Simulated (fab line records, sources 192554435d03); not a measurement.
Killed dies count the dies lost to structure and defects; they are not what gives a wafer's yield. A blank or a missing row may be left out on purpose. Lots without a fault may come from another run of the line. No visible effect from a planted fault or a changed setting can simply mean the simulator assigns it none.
Matching of chambers :: flow n5-finfet :: N5_BEOL_M4_ETCH_64 on rie-diel-04 has 4 sister chambers
The step etches SOC in N2/H2, target depth 75 nm, overetch 22.5 nm, time 121.9 s. 4 wafers are shown with their chamber, then 7 later ones without.

## WAFERS, EACH WITH ITS CHAMBER
wafer: L087.5
chamber: 2
showerhead-plenum-p-Torr (Torr): 2.46

wafer: L090.4
chamber: 1
showerhead-plenum-p-Torr (Torr): 2.60

wafer: L091.3
chamber: 0
showerhead-plenum-p-Torr (Torr): 2.70

wafer: L091.5
chamber: 3
showerhead-plenum-p-Torr (Torr): 2.53

## WAFERS WHOSE CHAMBER IS MISSING
wafer: L091.6
showerhead-plenum-p-Torr (Torr): 2.70

wafer: L092.2
showerhead-plenum-p-Torr (Torr): 2.53

wafer: L092.5
showerhead-plenum-p-Torr (Torr): 2.60

wafer: L092.6
showerhead-plenum-p-Torr (Torr): 2.46

wafer: L095.2
showerhead-plenum-p-Torr (Torr): 2.53

wafer: L095.3
showerhead-plenum-p-Torr (Torr): 2.45

wafer: L095.5
showerhead-plenum-p-Torr (Torr): 2.45

## CHAMBER TAKEN BY EACH
wafer: L091.6
from the rows above: 0
in truth: 0

wafer: L092.2
from the rows above: 3
in truth: 3

wafer: L092.5
from the rows above: 1
in truth: 1

wafer: L092.6
from the rows above: 2
in truth: 2

wafer: L095.2
from the rows above: 3
in truth: 3

wafer: L095.3
from the rows above: 2
in truth: 2

wafer: L095.5
from the rows above: 2
in truth: 2
Correctly placed: 7 of 7. From these rows, 0 cannot be placed. Placed wrongly: 0.
How it was worked out, from the rows above alone: a wafer's distance from a chamber is the root of the sum, over the readings, of the square of ((its reading less the chamber's mean) divided by the reading's scatter). The wafer belongs to the nearest chamber; if the next one is less than 2 further off, it can't be placed. Each chamber's mean is taken over the wafers shown for it. The scatter: root of mean squared gap, hidden wafer to nearest shown wafer, with one shown wafer a chamber.
